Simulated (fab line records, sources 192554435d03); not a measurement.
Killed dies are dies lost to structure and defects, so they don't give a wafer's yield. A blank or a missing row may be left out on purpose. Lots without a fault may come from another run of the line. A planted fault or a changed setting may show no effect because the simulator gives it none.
fab line records | flow n5_finfet
record lots=7 wafers=21
route steps=1938 shown SDB@348 HKMG_FIN@402 MOL_CONTACT_COAG@537 BEOL_M0_SAQP@636
start_h: hours from the record's first day to the start of the lot's first wafer shown | wait_h: hours since the lot's step before | " the same as in the row above | L1.1+2: a row that stands for several wafers | - no value, or no start given | * or withheld: withheld | < > ~ a bound
route shown NAME@n: a module of which the file shows steps, and the number in the route of the first | usual: mean/standard deviation of fault-free wafers | same: alike in all rows | chamber/n: place in a boat | sites: the reading at each site | _std_site: their standard deviation | _edge_site: outer sites' mean less inner sites' | radius_mm: how far each site lies from the wafer's centre | mask NAME#n: copy n | behind: the tool/chamber that last shaped the wafer | hold: why the lot was held/for how many hours/how that ended | device: the transistor (n, p or np) that didn't switch | end of line: the same wafers' tests at the end of the route | a step without rows: its recipe alone | killed: dies lost to structure and defects at the first sort, not the wafer's yield | map: a wafer's dies, x killed, . not, _ none there
set.NAME: the setting as run; set.NAME@STEP: as run at that earlier step | model.NAME: the simulator's own value behind a step, which no gauge read
lots whose settings were changed on purpose; a table a step, a row a wafer
## steps
# step N5_SDB_COAT_03
# recipe resist=SOC temp_c=250 time_s=60 spin_rpm=1500 resist_thk_nm=100
# columns lot.wafer tool chamber start_h wait_h set.spin_rpm model.SOC_of_SDB_COAT_03.thk_nm
L074.1 litho_track-04 0 65.99 0.1 1642 95.4
L074.5 " 0 " " 1500 100.2
L074.6 " 0 " " 1642 95.6
L075.3 litho_track-04 0 69.30 0.1 1500 100.4
L075.4 " 0 " " 1370 105.2
L075.5 " 0 " " 1500 100.2
L080.1 litho_track-05 0 102.64 0.1 1611 96.8
L080.2 " 0 " " 1611 97
L080.3 " 0 " " 1500 100.4
L084.2+5 litho_track-02 0 124.66 0.1 1500 100.4
L084.3 " 0 " " 1500 100.6
L089.2 litho_track-04 0 156.16 0.1 1500 100.4
L089.5+6 " 0 " " 1650 95.2
L091.4+6 litho_track-04 0 165.48 0.0 1377 104.4
L091.5 " 0 " " 1500 100.2
L095.3 litho_track-02 0 194.80 0.1 1500 100
L095.4 " 0 " " 1500 100.2
L095.5 " 0 " " 1500 99.8
# step N5_SDB_COAT_04
# recipe resist=SiARC temp_c=220 time_s=60 spin_rpm=1500 resist_thk_nm=18
# step N5_SDB_COAT_05
# recipe resist=CAR-ArF spin_rpm=1500 resist_thk_nm=90
# step N5_SDB_DESCUM_16
# recipe chemistry=O2 time_s=7.9 source_power_w=50 bias_power_w=20 pressure_mtorr=20 rf_frequency_hz=2.712e+07 temp_c=40 resist=CAR-ArF o2_flow_sccm=225
# step N5_SDB_ETCH_17
# recipe chemistry=CF4 target=SiARC target_depth_a=234 mask_material=CAR-ArF time_s=39 ion_energy_ev=80 pressure_mtorr=40 source_w=545 bias_w=36 Ar_flow_sccm=100 cf4_flow_sccm=100 ends=cleared
# step N5_SDB_ETCH_18
# recipe chemistry=N2/H2 target=SOC target_depth_a=1000 overetch_a=200 mask_material=SiARC temp_c=40 time_s=150 ion_energy_ev=200 pressure_mtorr=30 source_w=840 bias_w=150 n2_flow_sccm=200 h2_flow_sccm=200
# columns lot.wafer tool chamber start_h wait_h set.spin_rpm@SDB_COAT_03 model.etch.depth_nm
L074.1 rie_diel-03 0 66.53 0.0 1642 95.46
L074.5 " 3 " " 1500 100.2
L074.6 " 2 " " 1642 95.68
L075.3 rie_diel-05 0 69.83 0.0 1500 100.4
L075.4 " 2 " " 1370 105.1
L075.5 " 3 " " 1500 100.2
L080.1 rie_diel-04 3 103.18 0.0 1611 96.71
L080.2 " 0 " " 1611 97.05
L080.3 " 1 " " 1500 100.4
L084.2+5 rie_diel-03 0 125.28 0.0 1500 100.4
L084.3 " 2 " " 1500 100.6
L089.2 rie_diel-05 0 156.57 0.0 1500 100.3
L089.5 " 0 " " 1650 95.11
L089.6 " 3 " " 1650 95.22
L091.4 rie_diel-03 2 165.88 0.0 1377 104.3
L091.5 " 3 " " 1500 100.3
L091.6 " 2 " " 1377 104.5
L095.3 rie_diel-04 3 195.33 0.0 1500 100
L095.4 " 0 " " 1500 100.1
L095.5 " 1 " " 1500 99.79
# step N5_SDB_STRIP_19
# recipe chemistry=N2/H2 temp_c=40 n2_flow_sccm=200 h2_flow_sccm=200 rf_frequency_hz=6e+07
# step N5_SDB_STRIP_21
# recipe chemistry=CF4 resist=SiARC power_w=300 bias_power_w=75 pressure_mtorr=50 cf4_flow_sccm=150 rf_frequency_hz=6e+07
# step N5_SDB_HM_OPEN_20
# recipe chemistry=CH3F/O2 target=SiNx mask_material=SOC target_depth_a=240 stop_on=poly-Si over_etch_frac=0.4 ion_energy_ev=120 pressure_mtorr=30 source_w=395 bias_w=73 Ar_flow_sccm=150 CH3F_flow_sccm=30 O2_flow_sccm=20
# columns lot.wafer tool chamber start_h wait_h set.spin_rpm@SDB_COAT_03 model.SOC_of_SDB_COAT_03.thk_nm
L074.1 rie_diel-03 0 66.69 0.0 1642 79.4
L074.5 " 3 " " 1500 83.6
L074.6 " 2 " " 1642 79.6
L075.3 rie_diel-05 0 69.98 0.0 1500 84.8
L075.4 " 2 " " 1370 89.2
L075.5 " 3 " " 1500 84.6
L080.1 rie_diel-04 3 103.33 0.0 1611 80.8
L080.2 " 0 " " 1611 81.6
L080.3 " 1 " " 1500 84.2
L084.2+5 rie_diel-03 0 125.44 0.0 1500 84.4
L084.3 " 2 " " 1500 84.6
L089.2 rie_diel-05 0 156.72 0.0 1500 84.6
L089.5+6 " 0,3 " " 1650 79.4
L091.4 rie_diel-03 2 166.04 0.0 1377 88.4
L091.5 " 3 " " 1500 83.8
L091.6 " 2 " " 1377 88.8
L095.3 rie_diel-04 3 195.49 0.0 1500 84.2
L095.4 " 0 " " 1500 84.4
L095.5 " 1 " " 1500 83.8
# step N5_SDB_STRIP_22
# recipe chemistry=N2/H2 power_w=1000 temp_c=250 h2_frac=0.65 overash_fraction=0.3 pressure_mtorr=withheld n2_flow_sccm=1750 h2_flow_sccm=3250
# usual strip_time_to_endpoint_s=96.4/0.4
# columns lot.wafer tool chamber start_h wait_h set.spin_rpm@SDB_COAT_03 strip_time_to_endpoint_s
L074.1 plasma_asher-02 0 66.77 0.1 1642 91.9
L074.5 " 0 " " 1500 95.9
L074.6 " 1 " " 1642 92.1
L075.3 plasma_asher-01 1 70.11 0.1 1500 96.9
L075.4 " 0 " " 1370 101.2
L075.5 " 1 " " 1500 96.9
L080.1 plasma_asher-02 0 103.41 0.1 1611 93.2
L080.2 " 1 " " 1611 94.0
L080.3 " 0 " " 1500 96.4
L084.2 plasma_asher-01 0 125.52 0.1 1500 96.5
L084.3 " 1 " " 1500 96.8
L084.5 " 0 " " 1500 96.5
L089.2 plasma_asher-02 1 156.80 0.1 1500 96.8
L089.5 " 1 " " 1650 91.8
L089.6 " 0 " " 1650 91.9
L091.4 plasma_asher-01 0 166.16 0.1 1377 100.3
L091.5 " 0 " " 1500 96.0
L091.6 " 1 " " 1377 100.6
L095.3 plasma_asher-02 0 195.61 0.1 1500 96.3
L095.4 " 1 " " 1500 96.6
L095.5 " 0 " " 1500 96.0
# step N5_HKMG_FIN_ETCH_54
# recipe chemistry=CF4 target=SiARC target_depth_a=455 mask_material=CAR-ArF time_s=75.8 ion_energy_ev=80 pressure_mtorr=40 source_w=545 bias_w=36 Ar_flow_sccm=100 cf4_flow_sccm=100 ends=cleared
# usual rf_vpp_V=183.7/1.2
# columns lot.wafer tool chamber start_h wait_h set.source_w rf_vpp_V
L074.1 rie_diel-05 1 72.46 0.0 545 183.6
L074.5 " 3 " " 545 184.6
L074.6 " 2 " " 545 183.9
L075.3 rie_diel-04 1 75.30 0.0 545 185.6
L075.4 " 0 " " 622.5 178.3
L075.5 " 0 " " 622.5 176.7
L080.1 rie_diel-03 3 110.73 0.0 489.7 190.6
L080.2 " 0 " " 489.7 191.4
L080.3 " 2 " " 489.7 192.9
L084.2 rie_diel-04 2 130.81 0.0 545 184.5
L084.3 " 1 " " 545 185.9
L084.5 " 1 " " 545 183.7
L089.2 rie_diel-05 2 162.68 0.0 545 182.3
L089.5 " 2 " " 545 181.9
L089.6 " 1 " " 545 184.2
L091.4 rie_diel-03 3 171.25 0.0 545 182.2
L091.5 " 1 " " 545 183.2
L091.6 " 0 " " 545 182.8
L095.3 rie_diel-04 2 201.40 0.0 496.6 189.9
L095.4 " 1 " " 496.6 191.7
L095.5 " 2 " " 545 185.2
# step N5_HKMG_FIN_ETCH_58
# recipe chemistry=N2/H2 target=SOC target_depth_a=2158 ion_energy_ev=50 bias_w=13 time_s=741 pressure_mtorr=30 source_w=875 n2_flow_sccm=200 h2_flow_sccm=200
# usual rf_vpp_V=99.0/0.92
# columns lot.wafer tool chamber start_h wait_h set.source_w rf_vpp_V model.etch.depth_nm model.SOC_of_HKMG_FIN_COAT_41.thk_nm model.HKMG_FIN.feature_depth_nm
L074.1 rie_diel-05 1 72.73 0.0 875 98.0 211.2 89.2 211.2
L074.5 " 3 " " 875 99.1 210.7 90.2 210.8
L074.6 " 2 " " 875 99.4 213.9 87 214
L075.3 rie_diel-04 1 75.56 0.0 875 99.8 220.3 81.4 220.2
L075.4 " 0 " " 875 100.3 205.7 95.4 205.8
L075.5 " 0 " " 875 100.4 205.2 96.6 205.2
L080.1 rie_diel-03 3 111.00 0.0 955.3 96.2 236.5 63.4 236.6
L080.2 " 0 " " 875 99.0 216 83.2 216
L080.3 " 2 " " 955.3 95.2 231.7 67.8 231.6
L084.2 rie_diel-04 2 131.08 0.0 875 99.6 213.2 87.4 213.2
L084.3 " 1 " " 875 99.7 217.1 83.8 217.2
L084.5 " 1 " " 875 99.2 216.4 84.4 216.4
L089.2 rie_diel-05 2 162.94 0.0 875 99.2 216.7 83.2 216.6
L089.5 " 2 " " 733.3 104.0 185.7 114.2 185.8
L089.6 " 1 " " 875 98.6 211.3 89 211.2
L091.4 rie_diel-03 3 171.52 0.0 1005 92.5 247.5 53 247.4
L091.5 " 1 " " 875 99.4 225.5 75.2 225.4
L091.6 " 0 " " 1005 93.6 238.9 62.4 238.8
L095.3 rie_diel-04 2 201.67 0.0 997.2 94.5 241 59.4 241
L095.4 " 1 " " 875 99.2 219.5 81 219.6
L095.5 " 2 " " 997.2 94.8 242.1 58.2 242.2
# step N5_MOL_CONTACT_COAG_ETCH_15
# recipe chemistry=CH3F/O2 target=SiNx target_depth_a=70 mask_material=SOC stop_on=Si:P over_etch_frac=0.75 ion_energy_ev=120 pressure_mtorr=30 source_w=395 bias_w=73 Ar_flow_sccm=150 CH3F_flow_sccm=30 O2_flow_sccm=20
# usual rf_vpp_V=294/5.1
# columns lot.wafer tool chamber start_h wait_h set.source_w rf_vpp_V
L074.1 rie_diel-04 1 88.43 0.0 395 297
L074.5 " 0 " " 395 302
L074.6 " 3 " " 349.6 323
L075.3 rie_diel-05 0 91.60 0.0 459.3 268
L075.4 " 1 " " 459.3 269
L075.5 " 1 " " 459.3 270
L080.1 rie_diel-05 2 126.68 0.0 450.4 276
L080.2 " 3 " " 395 287
L080.3 " 0 " " 395 288
L084.2 rie_diel-05 0 147.51 0.0 395 289
L084.3 " 1 " " 395 289
L084.5 " 1 " " 395 289
L089.2 rie_diel-03 0 178.65 0.0 333.7 321
L089.5 " 0 " " 395 294
L089.6 " 1 " " 333.7 318
L091.4 rie_diel-05 3 188.95 0.0 395 287
L091.5 " 0 " " 395 287
L091.6 " 1 " " 395 287
L095.3 rie_diel-05 0 218.76 0.0 395 288
L095.4 " 3 " " 395 287
L095.5 " 1 " " 395 289
# step N5_MOL_CONTACT_COAG_PECVD_31
# recipe material=SiO2 target_thk_a=460 temp_c=400 precursor=TEOS/O2 pressure_torr=6.5 rf_w=withheld teos_flow_sccm=withheld gas=O2 flow_sccm=2650 time_s=8.9
# columns lot.wafer tool chamber start_h wait_h set.temp_c model.SiO2_of_MOL_CONTACT_COAG_PECVD_31.thk_nm
L074.1 pecvd-01 0 96.27 0.3 410.6 41.8
L074.5 " 0 " " 400 46.6
L074.6 " 2 " " 400 46.2
L075.3 pecvd-01 2 102.67 0.3 400 45.4
L075.4 " 1 " " 410.8 42.2
L075.5 " 1 " " 410.8 41.6
L080.1 pecvd-02 2 137.06 0.3 400 46.6
L080.2 " 1 " " 407.9 44.6
L080.3 " 0 " " 407.9 44.4
L084.2 pecvd-01 0 157.64 0.3 400 45.2
L084.3 " 2 " " 400 45.4
L084.5 " 0 " " 400 46.2
L089.2 pecvd-03 1 187.24 0.3 384 50
L089.5 " 1 " " 400 45.6
L089.6 " 0 " " 400 45.4
L091.4 pecvd-03 0 198.18 0.3 400 45.8
L091.5 " 1 " " 389.4 49.4
L091.6 " 2 " " 389.4 49
L095.3 pecvd-02 1 231.97 0.3 400 45.6
L095.4 " 1 " " 389 50
L095.5 " 2 " " 400 46
# step N5_MOL_CONTACT_COAG_EXPOSE_81
# recipe mask_id=VG na=0.33 source_shape=annular sigma_inner=0.3 sigma_outer=0.7 polarization=unpolarized defocus_nm=0 dose_mj=59.5
# columns lot.wafer tool chamber start_h wait_h mask set.dose_mj
L074.1+6 euv_scanner-01 0 96.59 - VG#0 62.27
L074.5 " 0 " " VG#0 59.5
L075.3+4+5 euv_scanner-01 0 102.88 - VG#0 59.5
L080.1+3 euv_scanner-01 0 137.25 - VG#0 59.5
L080.2 " 0 " " VG#0 63.46
L084.2+3+5 euv_scanner-01 0 157.84 - VG#0 59.5
L089.2 euv_scanner-01 0 187.44 - VG#0 59.5
L089.5+6 " 0 " " VG#0 63.4
L091.4+6 euv_scanner-01 0 198.51 - VG#0 57.51
L091.5 " 0 " " VG#0 59.5
L095.3+4+5 euv_scanner-02 0 232.18 - VG#0 59.5
# step N5_MOL_CONTACT_COAG_PEB_82
# recipe peb_temp_c=100 peb_time_s=60 resist=CAR-EUV
# step N5_MOL_CONTACT_COAG_DEVELOP_83
# recipe develop_time_s=30 developer=TMAH resist=CAR-EUV rinse_liquid=surfactant_rinse dry=air_spin dev_temp_c=23
# step N5_MOL_CONTACT_COAG_CD_MEAS_84
# recipe target_cd_nm=25.1 landing_energy_ev=500 detector=se_inlens polarity=opening
# usual cd_nm=25.12/0.25
# columns lot.wafer tool chamber start_h wait_h set.dose_mj@MOL_CONTACT_COAG_EXPOSE_81 cd_nm
L074.1 cd_sem-03 0 96.74 - 62.27 26.15
L074.5 " 0 " " 59.5 24.96
L074.6 " 0 " " 62.27 26.09
L075.3 cd_sem-01 0 103.01 - 59.5 24.89
L075.4 " 0 " " 59.5 25.28
L075.5 " 0 " " 59.5 24.96
L080.1 cd_sem-03 0 137.40 - 59.5 25.13
L080.2 " 0 " " 63.46 25.92
L080.3 " 0 " " 59.5 24.89
L084.2 cd_sem-03 0 157.98 - 59.5 25.36
L084.3 " 0 " " 59.5 25.22
L084.5 " 0 " " 59.5 24.96
L089.2 cd_sem-01 0 187.58 - 59.5 25.25
L089.5 " 0 " " 63.4 26.13
L089.6 " 0 " " 63.4 26.33
L091.4 cd_sem-03 0 198.63 - 57.51 24.29
L091.5 " 0 " " 59.5 24.93
L091.6 " 0 " " 57.51 24.71
L095.3 cd_sem-01 0 232.31 - 59.5 24.83
L095.4 " 0 " " 59.5 25.08
L095.5 " 0 " " 59.5 25.24
# step N5_MOL_CONTACT_COAG_ETCHBACK_135
# recipe chemistry=CHF3 target=SiO2 target_depth_a=250 time_s=16.7 ion_energy_ev=200 pressure_mtorr=30 source_w=610 bias_w=170 Ar_flow_sccm=200 CHF3_flow_sccm=50
# step N5_MOL_CONTACT_COAG_STRIP_118
# recipe chemistry=CHF3 resist=SiARC rf_frequency_hz=6e+07
# step N5_MOL_CONTACT_COAG_VIA_ETCH_46
# recipe chemistry=C4F6/O2 target_depth_a=460 overetch_a=92 mask_material=SOC target=SiO2 bias_w=455 pressure_mtorr=10 time_s=40 source_w=325 Ar_flow_sccm=300 C4F6_flow_sccm=10 O2_flow_sccm=10 ion_energy_ev=575.3 ends=end_point
# columns lot.wafer tool chamber start_h wait_h set.temp_c@MOL_CONTACT_COAG_PECVD_31 model.etch.depth_nm
L074.1 rie_diel-04 0 97.57 0.0 410.6 41.82
L074.5 " 1 " " 400 46.68
L074.6 " 0 " " 400 46.21
L075.3 rie_diel-03 2 103.68 0.0 400 45.4
L075.4 " 3 " " 410.8 42.2
L075.5 " 0 " " 410.8 41.6
L080.1 rie_diel-03 1 137.99 0.0 400 46.61
L080.2 " 0 " " 407.9 44.61
L080.3 " 3 " " 407.9 44.39
L084.2 rie_diel-03 2 158.58 0.0 400 45.25
L084.3 " 3 " " 400 45.34
L084.5 " 2 " " 400 46.24
L089.2 rie_diel-04 1 189.17 0.0 384 50.06
L089.5 " 1 " " 400 45.68
L089.6 " 2 " " 400 45.45
L091.4 rie_diel-05 3 199.44 0.0 400 45.89
L091.5 " 2 " " 389.4 49.49
L091.6 " 3 " " 389.4 48.97
L095.3 rie_diel-04 3 233.25 0.0 400 45.57
L095.4 " 0 " " 389 50.09
L095.5 " 3 " " 400 46
# step N5_BEOL_M0_SAQP_PECVD_96
# recipe material=a-Si target_thk_a=450 temp_c=350 precursor=SiH4/He pressure_torr=3 rf_w=100 time_s=45.2
# columns lot.wafer tool chamber start_h wait_h set.time_s model.a-Si_of_BEOL_M0_SAQP_PECVD_96.thk_nm
L074.1 pecvd-01 1 106.66 0.0 45.2 44.4
L074.5 " 1 " " 42.68 42.8
L074.6 " 2 " " 45.2 46
L075.3 pecvd-01 1 112.98 0.0 45.2 44.6
L075.4+5 " 2 " " 45.2 45.2
L080.1 pecvd-01 0 144.25 0.0 45.2 44.4
L080.2 " 1 " " 45.2 45
L080.3 " 2 " " 45.2 45.4
L084.2 pecvd-02 2 165.09 0.0 45.2 44.8
L084.3+5 " 1 " " 45.2 45.2
L089.2 pecvd-02 0 195.81 0.0 41.26 41
L089.5 " 1 " " 45.2 46
L089.6 " 0 " " 45.2 45.8
L091.4+5 pecvd-01 0,2 208.09 0.0 45.2 45.6
L091.6 " 1 " " 45.2 45.2
L095.3 pecvd-04 1 241.28 0.0 45.2 44.8
L095.4 " 1 " " 45.2 45
L095.5 " 0 " " 47.44 47.8
## key
split step=N5_SDB_COAT_03 setting=spin_rpm stated=1500 by=wafer
response step=N5_SDB_COAT_03 reading=model.SOC_of_SDB_COAT_03.thk_nm change=-0.515 per=1% r=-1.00
response step=N5_SDB_ETCH_18 reading=model.etch.depth_nm change=-0.508 per=1% r=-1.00
response step=N5_SDB_HM_OPEN_20 reading=model.SOC_of_SDB_COAT_03.thk_nm change=-0.495 per=1% r=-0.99
response step=N5_SDB_STRIP_22 reading=strip_time_to_endpoint_s change=* per=1% r=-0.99
split step=N5_HKMG_FIN_ETCH_54 setting=source_w stated=545 by=wafer
response step=N5_HKMG_FIN_ETCH_54 reading=rf_vpp_V change=-0.585 per=1% r=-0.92
split step=N5_HKMG_FIN_ETCH_58 setting=source_w stated=875 by=wafer
response step=N5_HKMG_FIN_ETCH_58 reading=rf_vpp_V change=-0.353 per=1% r=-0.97
response step=N5_HKMG_FIN_ETCH_58 reading=model.etch.depth_nm change=+1.57 per=1% r=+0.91
response step=N5_HKMG_FIN_ETCH_58 reading=model.SOC_of_HKMG_FIN_COAT_41.thk_nm change=-1.56 per=1% r=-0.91
response step=N5_HKMG_FIN_ETCH_58 reading=model.HKMG_FIN.feature_depth_nm change=+1.56 per=1% r=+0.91
split step=N5_MOL_CONTACT_COAG_ETCH_15 setting=source_w stated=395 by=wafer
response step=N5_MOL_CONTACT_COAG_ETCH_15 reading=rf_vpp_V change=-1.43 per=1% r=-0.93
split step=N5_MOL_CONTACT_COAG_PECVD_31 setting=temp_c stated=400 by=wafer
response step=N5_MOL_CONTACT_COAG_PECVD_31 reading=model.SiO2_of_MOL_CONTACT_COAG_PECVD_31.thk_nm change=-1.32 per=1% r=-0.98
response step=N5_MOL_CONTACT_COAG_VIA_ETCH_46 reading=model.etch.depth_nm change=-1.32 per=1% r=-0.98
split step=N5_MOL_CONTACT_COAG_EXPOSE_81 setting=dose_mj stated=59.5 by=wafer
response step=N5_MOL_CONTACT_COAG_CD_MEAS_84 reading=cd_nm change=+0.161 per=1% r=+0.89
split step=N5_BEOL_M0_SAQP_PECVD_96 setting=time_s stated=45.2 by=wafer
response step=N5_BEOL_M0_SAQP_PECVD_96 reading=model.a-Si_of_BEOL_M0_SAQP_PECVD_96.thk_nm change=+0.535 per=1% r=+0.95
